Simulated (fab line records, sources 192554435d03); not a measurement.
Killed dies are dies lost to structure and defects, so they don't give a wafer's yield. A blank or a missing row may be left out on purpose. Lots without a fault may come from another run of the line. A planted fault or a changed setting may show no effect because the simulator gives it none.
fab line records | flow n5_finfet
record lots=7 wafers=21
route steps=1938 shown BEOL_M2@873 BEOL_M3@963 BEOL_M4@1053 BEOL_M5@1129
start_h: hours from the record's first day to the start of the lot's first wafer shown | wait_h: hours since the lot's step before | " the same as in the row above | L1.1+2: a row that stands for several wafers | - no value, or no start given | * or withheld: withheld | < > ~ a bound
route shown NAME@n: a module of which the file shows steps, and the number in the route of the first | usual: mean/standard deviation of fault-free wafers | same: alike in all rows | chamber/n: place in a boat | sites: the reading at each site | _std_site: their standard deviation | _edge_site: outer sites' mean less inner sites' | radius_mm: how far each site lies from the wafer's centre | mask NAME#n: copy n | behind: the tool/chamber that last shaped the wafer | hold: why the lot was held/for how many hours/how that ended | device: the transistor (n, p or np) that didn't switch | end of line: the same wafers' tests at the end of the route | a step without rows: its recipe alone | killed: dies lost to structure and defects at the first sort, not the wafer's yield | map: a wafer's dies, x killed, . not, _ none there
set.NAME: the setting as run; set.NAME@STEP: as run at that earlier step | model.NAME: the simulator's own value behind a step, which no gauge read
lots whose settings were changed on purpose; a table a step, a row a wafer
## steps
# step N5_BEOL_M2_EXPOSE_25
# recipe mask_id=V1 na=0.33 source_shape=quasar sigma_inner=0.2 sigma_outer=0.8 polarization=unpolarized defocus_nm=5 dose_mj=63
# columns lot.wafer tool chamber start_h wait_h mask set.dose_mj
L075.1+2 euv_scanner-01 0 140.77 - V1#0 59.07
L075.3 " 0 " " V1#0 63
L081.1+5 euv_scanner-02 0 184.65 - V1#0 63
L081.2 " 0 " " V1#0 67.55
L082.1+5 euv_scanner-02 0 184.96 - V1#0 63
L082.2 " 0 " " V1#0 67.01
L084.3+6 euv_scanner-01 0 189.88 - V1#0 67.56
L084.5 " 0 " " V1#0 63
L094.3 euv_scanner-01 0 261.97 - V1#0 63
L094.4+5 " 0 " " V1#0 67.35
L096.2+3+4 euv_scanner-01 0 266.49 - V1#0 63
L097.3+5+6 euv_scanner-02 0 270.31 - V1#0 63
# step N5_BEOL_M2_PEB_26
# recipe peb_temp_c=100 peb_time_s=60 resist=CAR-EUV
# step N5_BEOL_M2_DEVELOP_27
# recipe develop_time_s=30 developer=TMAH resist=CAR-EUV rinse_liquid=surfactant_rinse dry=air_spin dev_temp_c=23
# step N5_BEOL_M2_CD_MEAS_28
# recipe target_cd_nm=26.2 landing_energy_ev=500 detector=se_inlens target_cd_y_nm=24.1 polarity=opening
# usual cd_nm=26.11/0.24
# columns lot.wafer tool chamber start_h wait_h set.dose_mj@BEOL_M2_EXPOSE_25 cd_nm
L075.1 cd_sem-01 0 140.91 - 59.07 24.82
L075.2 " 0 " " 59.07 25.06
L075.3 " 0 " " 63 26.12
L081.1 cd_sem-02 0 184.79 - 63 26.08
L081.2 " 0 " " 67.55 26.88
L081.5 " 0 " " 63 26.28
L082.1 cd_sem-03 0 185.10 - 63 25.61
L082.2 " 0 " " 67.01 27.18
L082.5 " 0 " " 63 26.22
L084.3 cd_sem-02 0 190.01 - 67.56 27.29
L084.5 " 0 " " 63 25.76
L084.6 " 0 " " 67.56 27.30
L094.3 cd_sem-01 0 262.10 - 63 25.51
L094.4 " 0 " " 67.35 27.14
L094.5 " 0 " " 67.35 27.24
L096.2 cd_sem-01 0 266.63 - 63 26.19
L096.3 " 0 " " 63 26.21
L096.4 " 0 " " 63 26.25
L097.3 cd_sem-03 0 270.44 - 63 26.31
L097.5 " 0 " " 63 26.14
L097.6 " 0 " " 63 26.19
# step N5_BEOL_M2_ETCH_69
# recipe chemistry=CF4 target=SiARC target_depth_a=156 mask_material=CAR-EUV time_s=26 ion_energy_ev=80 pressure_mtorr=40 source_w=545 bias_w=36 Ar_flow_sccm=100 cf4_flow_sccm=100 ends=cleared
# usual rf_vpp_V=184.3/1.2
# columns lot.wafer tool chamber start_h wait_h set.bias_w rf_vpp_V
L075.1 rie_diel-03 1 141.09 0.0 40.47 198.7
L075.2 " 2 " " 40.47 197.4
L075.3 " 0 " " 36 183.6
L081.1 rie_diel-03 0 185.07 0.0 40.02 198.7
L081.2 " 1 " " 40.02 196.7
L081.5 " 1 " " 36 184.1
L082.1 rie_diel-01 2 185.37 0.0 36 183.6
L082.2 " 0 " " 41.88 205.0
L082.5 " 1 " " 36 183.1
L084.3 rie_diel-03 2 190.46 0.0 36 183.7
L084.5 " 1 " " 36 184.0
L084.6 " 0 " " 40.66 199.3
L094.3 rie_diel-05 0 262.27 0.0 41.22 202.5
L094.4 " 2 " " 36 183.9
L094.5 " 3 " " 41.22 198.8
L096.2 rie_diel-05 0 266.80 0.0 36 186.7
L096.3 " 2 " " 36 184.3
L096.4 " 1 " " 36 183.6
L097.3 rie_diel-01 1 270.61 0.0 40.18 197.5
L097.5 " 0 " " 40.18 198.4
L097.6 " 3 " " 40.18 199.0
# step N5_BEOL_M2_VIA_ETCH_34
# recipe chemistry=C4F6/O2 target_depth_a=694 mask_material=SOC pressure_mtorr=15 ion_energy_ev=250 taper_deg=4 time_s=65.9 source_w=350 bias_w=170 Ar_flow_sccm=300 C4F6_flow_sccm=10 O2_flow_sccm=10
# columns lot.wafer tool chamber start_h wait_h set.time_s model.etch.depth_nm model.SOC_of_BEOL_M2_COAT_67.thk_nm
L075.1 rie_diel-01 1 149.91 0.0 70.17 76.52 51
L075.2 " 2 " " 65.9 69.55 52
L075.3 " 0 " " 65.9 68.38 51.8
L081.1 rie_diel-03 2 185.42 0.0 65.9 69.77 52
L081.2 " 1 " " 65.9 68.37 52.4
L081.5 " 2 " " 51.45 53.62 54.2
L082.1 rie_diel-05 1 190.04 0.0 65.9 66.14 52.4
L082.2 " 2 " " 78.34 81.38 50.4
L082.5 " 0 " " 78.34 83.16 50.4
L084.3 rie_diel-01 2 193.61 0.0 61.59 64.8 52.6
L084.5 " 2 " " 61.59 64.08 53
L084.6 " 3 " " 65.9 68.43 52.4
L094.3 rie_diel-05 2 279.17 0.0 72.32 74.54 51
L094.4 " 0 " " 72.32 77.93 50.8
L094.5 " 0 " " 72.32 77.75 50.8
L096.2 rie_diel-01 1 281.51 0.0 65.9 69.94 52
L096.3 " 0 " " 65.9 67.9 52
L096.4 " 3 " " 65.9 68.61 52.2
L097.3 rie_diel-05 1 298.77 0.0 65.9 70.12 52
L097.5 " 1 " " 58.17 62.3 52.8
L097.6 " 0 " " 65.9 70.98 51.6
# step N5_BEOL_M2_TRENCH_ETCH_37
# recipe chemistry=C4F6/O2 target_depth_a=555.55 target=SiOC time_s=29.2 ion_energy_ev=250 pressure_mtorr=30 source_w=355 bias_w=185 Ar_flow_sccm=300 C4F6_flow_sccm=10 O2_flow_sccm=10
# usual rf_vpp_V=665/13
# columns lot.wafer tool chamber start_h wait_h set.bias_w rf_vpp_V
L075.1 rie_diel-01 1 - - 185 683
L075.2 " 2 " " 202 732
L075.3 " 0 " " 185 676
L081.1 rie_diel-03 2 - - 185 661
L081.2 " 1 " " 185 660
L081.5 " 2 " " 185 662
L082.1 rie_diel-05 1 - - 204.5 708
L082.2 " 2 " " 185 680
L082.5 " 0 " " 185 643
L084.3 rie_diel-01 2 - - 185 683
L084.5 " 2 " " 176.4 657
L084.6 " 3 " " 185 656
L094.3 rie_diel-05 2 - - 185 680
L094.4 " 0 " " 185 654
L094.5 " 0 " " 185 653
L096.2 rie_diel-01 1 - - 185 684
L096.3 " 0 " " 185 674
L096.4 " 3 " " 185 654
L097.3 rie_diel-05 1 - - 161.5 584
L097.5 " 1 " " 185 652
L097.6 " 0 " " 185 653
# step N5_BEOL_M3_EXPOSE_25
# recipe mask_id=V2 na=0.33 source_shape=quasar sigma_inner=0.2 sigma_outer=0.8 polarization=unpolarized defocus_nm=5 dose_mj=63
# columns lot.wafer tool chamber start_h wait_h mask set.dose_mj
L075.1+2 euv_scanner-02 0 157.10 - V2#0 65.32
L075.3 " 0 " " V2#0 63
L081.1+2+5 euv_scanner-01 0 191.76 - V2#0 63
L082.1+5 euv_scanner-02 0 196.63 - V2#0 63
L082.2 " 0 " " V2#0 61.14
L084.3+6 euv_scanner-01 0 201.75 - V2#0 63
L084.5 " 0 " " V2#0 61.59
L094.3+4+5 euv_scanner-01 0 286.22 - V2#0 63
L096.2+3+4 euv_scanner-02 0 287.04 - V2#0 63
L097.3+6 euv_scanner-02 0 304.13 - V2#0 63
L097.5 " 0 " " V2#0 66.2
# step N5_BEOL_M3_PEB_26
# recipe peb_temp_c=100 peb_time_s=60 resist=CAR-EUV
# step N5_BEOL_M3_DEVELOP_27
# recipe develop_time_s=30 developer=TMAH resist=CAR-EUV rinse_liquid=surfactant_rinse dry=air_spin dev_temp_c=23
# step N5_BEOL_M3_CD_MEAS_28
# recipe target_cd_nm=25.7 landing_energy_ev=500 detector=se_inlens target_cd_y_nm=23.3 polarity=opening
# usual cd_nm=25.67/0.24
# columns lot.wafer tool chamber start_h wait_h set.dose_mj@BEOL_M3_EXPOSE_25 cd_nm
L075.1 cd_sem-02 0 157.25 - 65.32 26.01
L075.2 " 0 " " 65.32 26.02
L075.3 " 0 " " 63 25.08
L081.1 cd_sem-03 0 191.90 - 63 25.49
L081.2 " 0 " " 63 25.58
L081.5 " 0 " " 63 25.49
L082.1 cd_sem-03 0 196.78 - 63 25.47
L082.2 " 0 " " 61.14 25.35
L082.5 " 0 " " 63 25.71
L084.3 cd_sem-03 0 201.88 - 63 25.99
L084.5 " 0 " " 61.59 25.30
L084.6 " 0 " " 63 25.79
L094.3 cd_sem-03 0 286.35 - 63 25.38
L094.4 " 0 " " 63 25.67
L094.5 " 0 " " 63 25.53
L096.2 cd_sem-01 0 287.18 - 63 25.66
L096.3 " 0 " " 63 25.53
L096.4 " 0 " " 63 25.93
L097.3 cd_sem-01 0 304.26 - 63 25.70
L097.5 " 0 " " 66.2 26.85
L097.6 " 0 " " 63 25.38
# step N5_BEOL_M4_EXPOSE_25
# recipe mask_id=V3 na=0.33 source_shape=quasar sigma_inner=0.2 sigma_outer=0.8 polarization=unpolarized defocus_nm=5 dose_mj=63
# columns lot.wafer tool chamber start_h wait_h mask set.dose_mj
L075.1+2 euv_scanner-01 0 167.83 - V3#0 58.37
L075.3 " 0 " " V3#0 63
L081.1 euv_scanner-02 0 201.55 - V3#0 58.36
L081.2+5 " 0 " " V3#0 63
L082.1+2+5 euv_scanner-02 0 203.15 - V3#0 63
L084.3+5+6 euv_scanner-01 0 213.85 - V3#0 63
L094.3+4 euv_scanner-01 0 296.46 - V3#0 65.67
L094.5 " 0 " " V3#0 63
L096.2+3+4 euv_scanner-01 0 307.23 - V3#0 63
L097.3+6 euv_scanner-02 0 314.08 - V3#0 59.44
L097.5 " 0 " " V3#0 63
# step N5_BEOL_M4_PEB_26
# recipe peb_temp_c=100 peb_time_s=60 resist=CAR-EUV
# step N5_BEOL_M4_DEVELOP_27
# recipe develop_time_s=30 developer=TMAH resist=CAR-EUV rinse_liquid=surfactant_rinse dry=air_spin dev_temp_c=23
# step N5_BEOL_M4_CD_MEAS_28
# recipe target_cd_nm=26.2 landing_energy_ev=500 detector=se_inlens target_cd_y_nm=24.1 polarity=opening
# usual cd_nm=26.17/0.23
# columns lot.wafer tool chamber start_h wait_h set.dose_mj@BEOL_M4_EXPOSE_25 cd_nm
L075.1 cd_sem-01 0 167.98 - 58.37 24.75
L075.2 " 0 " " 58.37 25.01
L075.3 " 0 " " 63 26.08
L081.1 cd_sem-03 0 201.70 - 58.36 24.68
L081.2 " 0 " " 63 26.10
L081.5 " 0 " " 63 25.88
L082.1 cd_sem-02 0 203.29 - 63 25.96
L082.2 " 0 " " 63 26.24
L082.5 " 0 " " 63 26.59
L084.3 cd_sem-01 0 213.98 - 63 26.19
L084.5 " 0 " " 63 26.55
L084.6 " 0 " " 63 25.82
L094.3 cd_sem-03 0 296.59 - 65.67 27.05
L094.4 " 0 " " 65.67 27.23
L094.5 " 0 " " 63 25.89
L096.2 cd_sem-01 0 307.36 - 63 26.11
L096.3 " 0 " " 63 26.61
L096.4 " 0 " " 63 26.72
L097.3 cd_sem-01 0 314.21 - 59.44 25.04
L097.5 " 0 " " 63 26.41
L097.6 " 0 " " 59.44 24.70
# step N5_BEOL_M4_ETCH_70
# recipe chemistry=N2/H2 target=SOC target_depth_a=800 overetch_a=240 mask_material=SiARC temp_c=40 time_s=130 ion_energy_ev=200 pressure_mtorr=30 source_w=840 bias_w=150 n2_flow_sccm=200 h2_flow_sccm=200
# usual rf_vpp_V=525.2/3
# columns lot.wafer tool chamber start_h wait_h set.bias_w rf_vpp_V model.SiARC_of_BEOL_M4_COAT_68.thk_nm
L075.1 rie_diel-01 1 168.47 0.0 150 525.0 5.4
L075.2 " 2 " " 150 525.7 5.8
L075.3 " 3 " " 150 529.3 6
L081.1 rie_diel-03 3 204.36 0.0 150 519.7 6.2
L081.2 " 2 " " 150 522.4 5.8
L081.5 " 3 " " 132.7 481.6 7
L082.1 rie_diel-01 2 205.34 0.0 150 525.0 5.8
L082.2 " 1 " " 150 525.4 5.6
L082.5 " 0 " " 150 527.8 6
L084.3 rie_diel-03 1 215.71 0.0 150 521.5 6
L084.5 " 1 " " 150 521.2 6
L084.6 " 0 " " 132.4 487.9 7
L094.3 rie_diel-03 1 311.76 0.1 131.2 479.4 7
L094.4 " 3 " " 150 520.4 6
L094.5 " 3 " " 131.2 478.2 7
L096.2 rie_diel-01 0 311.89 0.0 150 525.3 6.2
L096.3 " 2 " " 150 525.3 5.8
L096.4 " 3 " " 150 528.4 6
L097.3 rie_diel-05 2 329.42 0.0 150 526.6 5.8
L097.5 " 0 " " 171.7 573.4 4.6
L097.6 " 2 " " 171.7 573.1 4.6
# step N5_BEOL_M4_TRENCH_ETCH_37
# recipe chemistry=C4F6/O2 target_depth_a=555.55 target=SiOC time_s=29.2 ion_energy_ev=250 pressure_mtorr=30 source_w=355 bias_w=185 Ar_flow_sccm=300 C4F6_flow_sccm=10 O2_flow_sccm=10
# columns lot.wafer tool chamber start_h wait_h set.time_s model.BEOL_M4.feature_depth_nm model.etch.depth_nm
L075.1 rie_diel-01 1 - - 35.09 68.8 68.86
L075.2 " 2 " " 29.2 55.8 55.89
L075.3 " 3 " " 29.2 55.4 55.33
L081.1 rie_diel-03 3 - - 31.22 58 57.94
L081.2 " 2 " " 29.2 55.4 55.4
L081.5 " 3 " " 29.2 54.4 54.37
L082.1 rie_diel-01 2 - - 25.55 48.8 48.77
L082.2 " 1 " " 29.2 57 56.96
L082.5 " 0 " " 25.55 48.2 48.23
L084.3 rie_diel-03 1 - - 29.2 55.6 55.6
L084.5 " 1 " " 29.2 55.2 55.12
L084.6 " 0 " " 29.2 54.8 54.72
L094.3 rie_diel-03 1 - - 33.68 63 63.05
L094.4 " 3 " " 33.68 62.2 62.24
L094.5 " 3 " " 29.2 53.8 53.83
L096.2 rie_diel-01 0 - - 29.2 54.4 54.47
L096.3 " 2 " " 29.2 55.2 55.22
L096.4 " 3 " " 29.2 55 54.97
L097.3 rie_diel-05 2 - - 23.43 44.4 44.46
L097.5 " 0 " " 23.43 46.6 46.56
L097.6 " 2 " " 23.43 44.6 44.56
# step N5_BEOL_M4_ETCH_41
# recipe chemistry=CH3F/O2 target=SiCN target_depth_a=299 taper_deg=2 time_s=52.5 ion_energy_ev=120 mask_material=TiN pressure_mtorr=30 source_w=395 bias_w=75 Ar_flow_sccm=150 CH3F_flow_sccm=30 O2_flow_sccm=20
# step N5_BEOL_M4_STRIP_97
# recipe chemistry=N2/H2 time_s=10 power_w=450 temp_c=40 pressure_mtorr=20 rf_frequency_hz=6e+07 bias_power_w=7 n2_flow_sccm=200 h2_flow_sccm=200
# step N5_BEOL_M4_OCD_MEAS_38
# usual trench_depth_nm=55.2/1.1
# columns lot.wafer tool chamber start_h wait_h set.time_s@BEOL_M4_TRENCH_ETCH_37 trench_depth_nm
L075.1 ocd-01 - 168.83 - 35.09 68.5
L075.2 " - " " 29.2 55.5
L075.3 " - " " 29.2 55.5
L081.1 ocd-01 - 204.72 - 31.22 58.0
L081.2 " - " " 29.2 55.1
L081.5 " - " " 29.2 54.2
L082.1 ocd-01 - 205.69 - 25.55 48.7
L082.2 " - " " 29.2 56.6
L082.5 " - " " 25.55 48.1
L084.3 ocd-01 - 216.07 - 29.2 55.7
L084.5 " - " " 29.2 55.0
L084.6 " - " " 29.2 54.5
L096.2 ocd-02 - 312.25 - 29.2 54.2
L096.3 " - " " 29.2 54.9
L096.4 " - " " 29.2 54.5
L094.3 ocd-01 - 312.25 - 33.68 62.9
L094.4 " - " " 33.68 62.5
L094.5 " - " " 29.2 53.8
L097.3 ocd-01 - 329.79 - 23.43 44.3
L097.5 " - " " 23.43 46.7
L097.6 " - " " 23.43 44.8
# step N5_BEOL_M4_HM_STRIP_39
# recipe chemistry=peroxide_tin_strip material=TiN target_depth_a=250 temp_c=50 time_s=158
# step N5_BEOL_M4_SRD_40
# recipe time_s=30 temp_c=23 rinse_liquid=diw dry=ipa_marangoni
# step N5_BEOL_M4_ECD_50
# recipe material=Cu target_thk_a=3000
# step N5_BEOL_M4_ANNEAL_51
# recipe temp_c=225 time_s=90 ambient=N2
# step N5_BEOL_M4_CMP_52
# recipe stop_on=SiOC t_overpolish_s=6.8 down_force_psi=1 platen_rpm=50 clearing_platen_down_force_psi=1.5 clearing_platen_rpm=50 post_cmp_clean=cu_alkaline target_thk_nm=40 clearing_platen_pad_velocity_m_s=0.99484 pad_velocity_m_s=0.99484
# columns lot.wafer tool chamber start_h wait_h set.time_s@BEOL_M4_TRENCH_ETCH_37 model.Cu_of_BEOL_M4_ECD_50.thk_nm
L075.2 cmp-03 1 175.15 0.2 29.2 39.8
L075.3 " 3 " " 29.2 41
L075.1 " 0 " " 35.09 54
L081.2 cmp-02 1 208.48 0.3 29.2 40.4
L081.1 " 2 " " 31.22 42
L081.5 " 3 " " 29.2 38.2
L082.1 cmp-02 3 209.70 0.3 25.55 33.2
L082.2 " 0 " " 29.2 43
L082.5 " 3 " " 25.55 33
L084.3 cmp-01 0 221.25 0.3 29.2 39.8
L084.6 " 2 " " 29.2 39
L084.5 " 3 " " 29.2 39.4
L094.4 cmp-02 1 315.78 0.1 33.68 49.2
L094.3 " 3 " " 33.68 48.4
L094.5 " 1 " " 29.2 40.2
L096.4 cmp-03 2 315.87 0.1 29.2 39.4
L096.2 " 0 " " 29.2 41
L096.3 " 1 " " 29.2 40.8
L097.3 cmp-02 1 333.25 0.2 23.43 30.6
L097.5 " 1 " " 23.43 31.8
L097.6 " 2 " " 23.43 29.6
# step N5_BEOL_M4_THK_MEAS_53
# recipe thk_meas_gauge=xrf reads=Cu_of_BEOL_M4_ECD_50
# usual M4_THK=40.2/1.6
# columns lot.wafer tool chamber start_h wait_h set.time_s@BEOL_M4_TRENCH_ETCH_37 M4_THK[nm]
L075.1 film_metro-01 - 175.44 - 35.09 54.1
L075.2 " - " " 29.2 40.0
L075.3 " - " " 29.2 41.4
L081.1 film_metro-01 - 208.70 - 31.22 42.0
L081.2 " - " " 29.2 40.4
L081.5 " - " " 29.2 38.2
L082.1 film_metro-02 - 209.96 - 25.55 33.4
L082.2 " - " " 29.2 43.4
L082.5 " - " " 25.55 33.2
L084.3 film_metro-01 - 221.47 - 29.2 39.8
L084.5 " - " " 29.2 39.5
L084.6 " - " " 29.2 39.0
L094.3 film_metro-02 - 316.07 - 33.68 48.1
L094.4 " - " " 33.68 49.0
L094.5 " - " " 29.2 40.2
L096.2 film_metro-02 - 316.17 - 29.2 41.3
L096.3 " - " " 29.2 41.2
L096.4 " - " " 29.2 39.5
L097.3 film_metro-01 - 333.55 - 23.43 31.1
L097.5 " - " " 23.43 32.3
L097.6 " - " " 23.43 30.2
# step N5_BEOL_M4_PRE_CLEAN_60
# recipe gas=NH3/H2 time_s=15 temp_c=* rf_power_w=300
# step N5_BEOL_M4_CO_CAP_55
# recipe material=Co target_thk_a=20 temp_c=200 precursor=CCTBA/H2 pressure_torr=30 time_s=102.1
# step N5_BEOL_M4_PRE_CLEAN_56
# recipe gas=NH3 time_s=15 temp_c=withheld rf_power_w=300
# step N5_BEOL_M4_DEP_57
# recipe material=SiCN target_thk_a=80 temp_c=withheld precursor=3MS/NH3 pressure_torr=3 rf_w=202 time_s=14
# step N5_BEOL_M4_RS_MEAS_58
# recipe thk_meas_gauge=four-point-probe reads=Co_of_BEOL_M4_CO_CAP_55+Cu_of_BEOL_M4_ECD_50+Co_of_BEOL_M4_CVD_47+TaN_of_BEOL_M4_ALD_84
# usual M4_RS=0.67/0.031
# columns lot.wafer tool chamber start_h wait_h set.time_s@BEOL_M4_TRENCH_ETCH_37 M4_RS[ohm/sq]
L075.1 film_metro-01 - 175.70 0.0 35.09 0.46
L075.2 " - " " 29.2 0.67
L075.3 " - " " 29.2 0.65
L081.1 film_metro-01 - 208.99 0.1 31.22 0.63
L081.2 " - " " 29.2 0.66
L081.5 " - " " 29.2 0.71
L082.1 film_metro-02 - 210.25 0.1 25.55 0.86
L082.2 " - " " 29.2 0.61
L082.5 " - " " 25.55 0.86
L084.3 film_metro-02 - 221.76 0.1 29.2 0.67
L084.5 " - " " 29.2 0.68
L084.6 " - " " 29.2 0.69
L094.3 film_metro-02 - 316.33 0.1 33.68 0.53
L094.4 " - " " 33.68 0.51
L094.5 " - " " 29.2 0.66
L096.2 film_metro-02 - 316.46 0.1 29.2 0.65
L096.3 " - " " 29.2 0.65
L096.4 " - " " 29.2 0.68
L097.3 film_metro-01 - 333.86 0.1 23.43 0.95
L097.5 " - " " 23.43 0.90
L097.6 " - " " 23.43 1.00
# step N5_BEOL_M5_DESCUM_16
# recipe chemistry=O2 time_s=7 source_power_w=50 bias_power_w=20 pressure_mtorr=20 rf_frequency_hz=2.712e+07 temp_c=40 resist=CAR-EUV o2_flow_sccm=225
# columns lot.wafer tool chamber start_h wait_h set.time_s model.CAR-EUV_of_BEOL_M5_COAT_05.thk_nm
L075.1+2+3 rie_diel-02 0,3,1 178.05 0.0 7 26
L081.1 rie_diel-02 3 213.37 0.0 7 26
L081.2+5 " 0,1 " " 7 26.2
L082.1 rie_diel-06 1 213.66 0.1 7 26
L082.2 " 2 " " 5.764 26.6
L082.5 " 2 " " 5.764 26.8
L084.3+5+6 rie_diel-06 2,3,2 225.39 0.0 8.418 25.4
L094.3+4 rie_diel-06 0,1 319.36 0.0 7 26
L094.5 " 0 " " 6.036 26.4
L096.2+3+4 rie_diel-02 3,0,2 319.41 0.0 7 26
L097.3+5 rie_diel-02 1,3 336.56 0.0 7 26
L097.6 " 0 " " 7.413 25.8
## key
split step=N5_BEOL_M2_EXPOSE_25 setting=dose_mj stated=63 by=wafer
response step=N5_BEOL_M2_CD_MEAS_28 reading=cd_nm change=+0.186 per=1% r=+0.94
split step=N5_BEOL_M2_ETCH_69 setting=bias_w stated=36 by=wafer
response step=N5_BEOL_M2_ETCH_69 reading=rf_vpp_V change=+1.22 per=1% r=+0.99
split step=N5_BEOL_M2_VIA_ETCH_34 setting=time_s stated=65.9 by=wafer
response step=N5_BEOL_M2_VIA_ETCH_34 reading=model.etch.depth_nm change=+0.769 per=1% r=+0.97
response step=N5_BEOL_M2_VIA_ETCH_34 reading=model.SOC_of_BEOL_M2_COAT_67.thk_nm change=-0.0961 per=1% r=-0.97
split step=N5_BEOL_M2_TRENCH_ETCH_37 setting=bias_w stated=185 by=wafer
response step=N5_BEOL_M2_TRENCH_ETCH_37 reading=rf_vpp_V change=+5.04 per=1% r=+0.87
split step=N5_BEOL_M3_EXPOSE_25 setting=dose_mj stated=63 by=wafer
response step=N5_BEOL_M3_CD_MEAS_28 reading=cd_nm change=+0.229 per=1% r=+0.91
split step=N5_BEOL_M4_EXPOSE_25 setting=dose_mj stated=63 by=wafer
response step=N5_BEOL_M4_CD_MEAS_28 reading=cd_nm change=+0.206 per=1% r=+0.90
split step=N5_BEOL_M4_ETCH_70 setting=bias_w stated=150 by=wafer
response step=N5_BEOL_M4_ETCH_70 reading=rf_vpp_V change=+3.21 per=1% r=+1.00
response step=N5_BEOL_M4_ETCH_70 reading=model.SiARC_of_BEOL_M4_COAT_68.thk_nm change=-0.0834 per=1% r=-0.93
split step=N5_BEOL_M4_TRENCH_ETCH_37 setting=time_s stated=29.2 by=wafer
response step=N5_BEOL_M4_TRENCH_ETCH_37 reading=model.BEOL_M4.feature_depth_nm change=+0.625 per=1% r=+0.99
response step=N5_BEOL_M4_TRENCH_ETCH_37 reading=model.etch.depth_nm change=+0.625 per=1% r=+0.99
response step=N5_BEOL_M4_OCD_MEAS_38 reading=trench_depth_nm change=+0.619 per=1% r=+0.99
response step=N5_BEOL_M4_CMP_52 reading=model.Cu_of_BEOL_M4_ECD_50.thk_nm change=+0.648 per=1% r=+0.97
response step=N5_BEOL_M4_THK_MEAS_53 reading=M4_THK change=+0.642 per=1% r=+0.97
response step=N5_BEOL_M4_RS_MEAS_58 reading=M4_RS change=-0.0116 per=1% r=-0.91
split step=N5_BEOL_M5_DESCUM_16 setting=time_s stated=7 by=wafer
response step=N5_BEOL_M5_DESCUM_16 reading=model.CAR-EUV_of_BEOL_M5_COAT_05.thk_nm change=-0.0355 per=1% r=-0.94
